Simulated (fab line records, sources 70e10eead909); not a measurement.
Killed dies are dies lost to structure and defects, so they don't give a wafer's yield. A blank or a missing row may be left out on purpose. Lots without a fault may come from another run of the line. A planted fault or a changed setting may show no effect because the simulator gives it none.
Which tool did it? | flow nand_harc | 13 lots, 39 wafers sampled, at 5 steps of a route of 1159

WHAT THE GAUGES READ, wafer by wafer
NHARC_P_M1_INSPECT_11.
lot  | measured     | on                | raw_defect_count
L350 | day 6 00:20  | defect_inspect-01 | 3 3 7
L351 | day 6 17:22  | defect_inspect-02 | 10 7 4
L355 | day 7 19:13  | defect_inspect-02 | 2 8 3
L356 | day 7 19:48  | defect_inspect-01 | 6 0 7
L357 | day 8 00:28  | defect_inspect-01 | 4 3 3
L358 | day 8 08:59  | defect_inspect-02 | 4 2 3
L359 | day 8 14:29  | defect_inspect-02 | 7 3 4
L364 | day 9 16:19  | defect_inspect-02 | 5 2 1
L367 | day 10 13:49 | defect_inspect-01 | 2 4 0
L366 | day 10 14:10 | defect_inspect-02 | 6 2 6
L368 | day 10 15:52 | defect_inspect-02 | 7 6 10
L370 | day 11 06:42 | defect_inspect-01 | 7 8 8
L371 | day 11 11:05 | defect_inspect-02 | 2 4 2

NHARC_END_SORT_01.
lot  | measured     | on        | defect_limited_yield (%) | killed_at_array | killed_at_other | killed_at_periphery | killed_dies | killed_open | killed_short | sort_bin_2_pct (%) | sort_bin_3_pct (%) | sort_bin_4_pct (%) | sort_n_pass | sort_rim_yield_pct (%) | sort_yield_pct (%)
L350 | day 19 18:23 | prober-01 | 95.3 95.1 95.1           | 29 29 28        | 1 0 0           | 2 4 5               | 32 33 33    | 3 1 4       | 4 6 2        | 1.8 1.5 1.5        | 0.44 0.74 0.44     | 2.5 2.7 3.0        | 645 644 644 | 95.3 98.1 90.6         | 95.3 95.1 95.1
L351 | day 20 03:45 | prober-01 | 96.0 95.7 96.6           | 16 20 17        | 1 3 1           | 10 6 5              | 27 29 23    | 4 4 2       | 3 3 4        | 1.2 0.9 0.7        | 0.15 0.15 0.44     | 2.7 3.2 2.2        | 650 648 654 | 95.3 97.2 98.1         | 96.0 95.7 96.6
L355 | day 20 18:31 | prober-01 | 94.1 94.7 94.4           | 39 31 34        | 0 0 1           | 1 5 3               | 40 36 38    | 2 5 3       | 4 1 4        | 1.0 1.8 1.5        | 0.74 0.15 0.15     | 4.1 3.4 4.0        | 637 641 639 | 96.2 97.2 91.5         | 94.1 94.7 94.4
L356 | day 20 17:53 | prober-02 | 98.4 97.3 96.6           | 8 17 18         | 1 0 0           | 2 1 5               | 11 18 23    | 3 3 8       | 0 5 5        | 0.6 0.7 1.0        | 0 0 0              | 1.0 1.9 2.4        | 666 659 654 | 100.0 99.1 98.1        | 98.4 97.3 96.6
L357 | day 21 14:51 | prober-01 | 96.2 97.6 97.6           | 19 12 13        | 3 0 1           | 4 4 2               | 26 16 16    | 6 5 2       | 4 2 1        | 0.6 0.6 1.2        | 0.59 0 0.30        | 2.7 1.8 0.9        | 651 661 661 | 96.2 99.1 98.1         | 96.2 97.6 97.6
L358 | day 21 14:04 | prober-02 | 94.7 95.3 95.3           | 32 27 29        | 2 1 2           | 2 4 1               | 36 32 32    | 3 1 5       | 1 3 1        | 1.6 2.1 1.5        | 0 0.15 0.30        | 3.7 2.5 3.0        | 641 645 645 | 93.4 98.1 97.2         | 94.7 95.3 95.3
L359 | day 22 07:11 | prober-01 | 97.3 96.9 96.5           | 11 12 18        | 3 4 0           | 4 5 6               | 18 21 24    | 2 3 7       | 2 3 2        | 1.2 0.6 0.7        | 0 0.30 0           | 1.5 2.2 2.8        | 659 656 653 | 99.1 98.1 98.1         | 97.3 96.9 96.5
L364 | day 23 13:26 | prober-01 | 96.9 94.4 96.5           | 19 35 22        | 0 0 0           | 2 3 2               | 21 38 24    | 1 4 2       | 1 0 2        | 1.2 1.8 1.0        | 0.15 0.30 0.15     | 1.8 3.5 2.4        | 656 639 653 | 92.5 93.4 93.4         | 96.9 94.4 96.5
L367 | day 24 02:54 | prober-01 | 93.4 94.1 92.9           | 45 40 48        | 0 0 0           | 0 0 0               | 45 40 48    | 2 1 6       | 3 1 0        | 1.9 1.6 3.0        | 0.15 0.44 0.44     | 4.6 3.8 3.7        | 632 637 629 | 88.7 97.2 95.3         | 93.4 94.1 92.9
L366 | day 24 20:17 | prober-01 | 92.0 93.9 92.0           | 52 39 52        | 0 1 0           | 2 1 2               | 54 41 54    | 5 1 2       | 6 3 4        | 2.2 2.1 2.5        | 0.30 0.59 0.44     | 5.5 3.4 5.0        | 623 636 623 | 91.5 93.4 95.3         | 92.0 93.9 92.0
L368 | day 24 04:32 | prober-02 | 96.2 95.7 95.4           | 17 25 21        | 0 0 1           | 9 4 9               | 26 29 31    | 2 5 2       | 6 3 1        | 0.9 1.5 1.3        | 0.15 0.15 0.30     | 2.8 2.7 3.0        | 651 648 646 | 97.2 97.2 99.1         | 96.2 95.7 95.4
L370 | day 25 02:26 | prober-01 | 96.8 95.9 96.9           | 16 22 16        | 0 0 1           | 6 6 4               | 22 28 21    | 3 6 2       | 3 2 1        | 1.2 1.0 1.0        | 0 0.15 0           | 2.1 3.0 2.1        | 655 649 656 | 95.3 93.4 97.2         | 96.8 95.9 96.9
L371 | day 24 22:47 | prober-02 | 91.3 91.9 92.8           | 52 49 42        | 1 2 1           | 6 4 6               | 59 55 49    | 4 6 5       | 1 3 0        | 2.1 2.5 2.8        | 0.74 1.03 0.44     | 5.9 4.6 4.0        | 618 622 628 | 84.9 91.5 90.6         | 91.3 91.9 92.8

WHICH TOOL RAN EACH LOT (tool, then ch and the chambers of the sampled wafers, then the start)
lot  | NHARC_P_M0_ANNEAL_30             | NHARC_P_M0_PRE_CLEAN_31         | NHARC_P_M1_SOFTBAKE_04
L350 | rtp_anneal-02 ch 0, day 5 22:07  | pecvd-02 ch 0,2, day 5 23:01    | litho_track-04 ch 0, day 5 23:00
L351 | rtp_anneal-01 ch 0, day 6 15:14  | pecvd-01 ch 1,2, day 6 16:01    | litho_track-04 ch 0, day 6 16:00
L355 | rtp_anneal-02 ch 0, day 7 16:56  | pecvd-03 ch 0,1,2, day 7 17:46  | litho_track-04 ch 0, day 7 18:00
L356 | rtp_anneal-02 ch 0, day 7 17:25  | pecvd-03 ch 0,1,2, day 7 18:23  | litho_track-04 ch 0, day 7 19:00
L357 | rtp_anneal-01 ch 0, day 7 22:00  | pecvd-02 ch 0,2, day 7 22:55    | litho_track-01 ch 0, day 7 23:00
L358 | rtp_anneal-02 ch 0, day 8 06:40  | pecvd-03 ch 0,1,2, day 8 07:32  | litho_track-04 ch 0, day 8 08:00
L359 | rtp_anneal-02 ch 0, day 8 12:13  | pecvd-01 ch 1,2, day 8 13:03    | litho_track-01 ch 0, day 8 13:00
L364 | rtp_anneal-01 ch 0, day 9 14:09  | pecvd-01 ch 0,1,2, day 9 14:59  | litho_track-04 ch 0, day 9 15:00
L367 | rtp_anneal-01 ch 0, day 10 11:25 | pecvd-02 ch 0,1,2, day 10 12:19 | litho_track-04 ch 0, day 10 13:00
L366 | rtp_anneal-02 ch 0, day 10 11:58 | pecvd-01 ch 0,1,2, day 10 12:44 | litho_track-06 ch 0, day 10 13:00
L368 | rtp_anneal-01 ch 0, day 10 13:38 | pecvd-02 ch 0,2, day 10 14:25   | litho_track-04 ch 0, day 10 15:00
L370 | rtp_anneal-02 ch 0, day 11 04:23 | pecvd-02 ch 0,1,2, day 11 05:17 | litho_track-06 ch 0, day 11 06:00
L371 | rtp_anneal-02 ch 0, day 11 08:20 | pecvd-03 ch 0,1,2, day 11 09:29 | litho_track-06 ch 0, day 11 10:00
- NHARC_P_M0_ANNEAL_30: time 90 s.
- NHARC_P_M0_PRE_CLEAN_31: time 12 s.
- NHARC_P_M1_SOFTBAKE_04: time 55 s.

WHAT THE TOOLS THEMSELVES READ (means of the sampled wafers that have a number; where no wafer has one, the mark that the record gives instead)
NHARC_P_M0_ANNEAL_30.
lot  | tool          | wafer_temp_C_max
L350 | rtp_anneal-02 | 226.07
L351 | rtp_anneal-01 | 226.03
L355 | rtp_anneal-02 | 226.27
L356 | rtp_anneal-02 | 226.19
L357 | rtp_anneal-01 | 225.86
L358 | rtp_anneal-02 | 225.82
L359 | rtp_anneal-02 | 226.05
L364 | rtp_anneal-01 | 225.66
L367 | rtp_anneal-01 | 225.93
L366 | rtp_anneal-02 | 225.97
L368 | rtp_anneal-01 | 226.00
L370 | rtp_anneal-02 | 225.75
L371 | rtp_anneal-02 | 225.64

NHARC_P_M0_PRE_CLEAN_31.
lot  | tool     | heater_power_outer_w (W) | heater_power_w (W)
L350 | pecvd-02 | 313                      | 568
L351 | pecvd-01 | 401                      | 646
L355 | pecvd-03 | 359                      | 642
L356 | pecvd-03 | 325                      | 590
L357 | pecvd-02 | 324                      | 595
L358 | pecvd-03 | 354                      | 632
L359 | pecvd-01 | 363                      | 586
L364 | pecvd-01 | 370                      | 599
L367 | pecvd-02 | 344                      | 615
L366 | pecvd-01 | 391                      | 620
L368 | pecvd-02 | 302                      | 565
L370 | pecvd-02 | 334                      | 613
L371 | pecvd-03 | 367                      | 631

NHARC_P_M1_SOFTBAKE_04.
lot  | tool           | exhaust_pa (Pa) | heater_power_total_W (W) | plate_temp_C (C)
L350 | litho_track-04 | 44.1            | 188.47                   | 104.92
L351 | litho_track-04 | 44.4            | 188.50                   | 104.97
L355 | litho_track-04 | 44.5            | 188.48                   | 104.84
L356 | litho_track-04 | 45.3            | 188.44                   | 105.09
L357 | litho_track-01 | 45.5            | 188.53                   | 105.06
L358 | litho_track-04 | 44.8            | 188.51                   | 105.03
L359 | litho_track-01 | 44.8            | 188.51                   | 104.95
L364 | litho_track-04 | 45.2            | 174.79                   | 99.37
L367 | litho_track-04 | 45.1            | 174.72                   | 99.40
L366 | litho_track-06 | 44.9            | 188.45                   | 105.00
L368 | litho_track-04 | 45.4            | 174.84                   | 99.30
L370 | litho_track-06 | 45.5            | 188.43                   | 105.08
L371 | litho_track-06 | 45.4            | 188.45                   | 105.07

THE ANSWER, worked out from the rows above alone
Rule: what is usual is taken from the lots themselves. Put in order of their means at a reading, lots are off if they are a third of the lots or fewer, leave a main group of 4 or more, and stand apart from it by a gap of 3 or more times the standard deviation of the main group's means; of several such gaps the widest counts. A main group whose means are all the same, to the digits that the tables above print for the reading, isn't used. A lot without any number at a reading at which 4 lots or more have one is off too. The other lots that the step has rows for count as sound. The gauges are gone through in route order, then the tools' own readings, and for those a lot's mean is taken as printed above. The first step at which some lot is off is used, and at that step the reading that is off furthest; a lot without a number counts as furthest.
Off: L364, L367, L368, at NHARC_P_M1_SOFTBAKE_04 (heater_power_total_W). The main group: mean 188.48 W, standard deviation 0.033.
A tool fits if, at that step or a process step before it, it ran every lot that is off, and no sound lot after the first of them. Can't be told from this: 2 tools fit, rtp_anneal-01 at NHARC_P_M0_ANNEAL_30, litho_track-04 at NHARC_P_M1_SOFTBAKE_04.

WHAT THE SIMULATOR HAD PUT IN
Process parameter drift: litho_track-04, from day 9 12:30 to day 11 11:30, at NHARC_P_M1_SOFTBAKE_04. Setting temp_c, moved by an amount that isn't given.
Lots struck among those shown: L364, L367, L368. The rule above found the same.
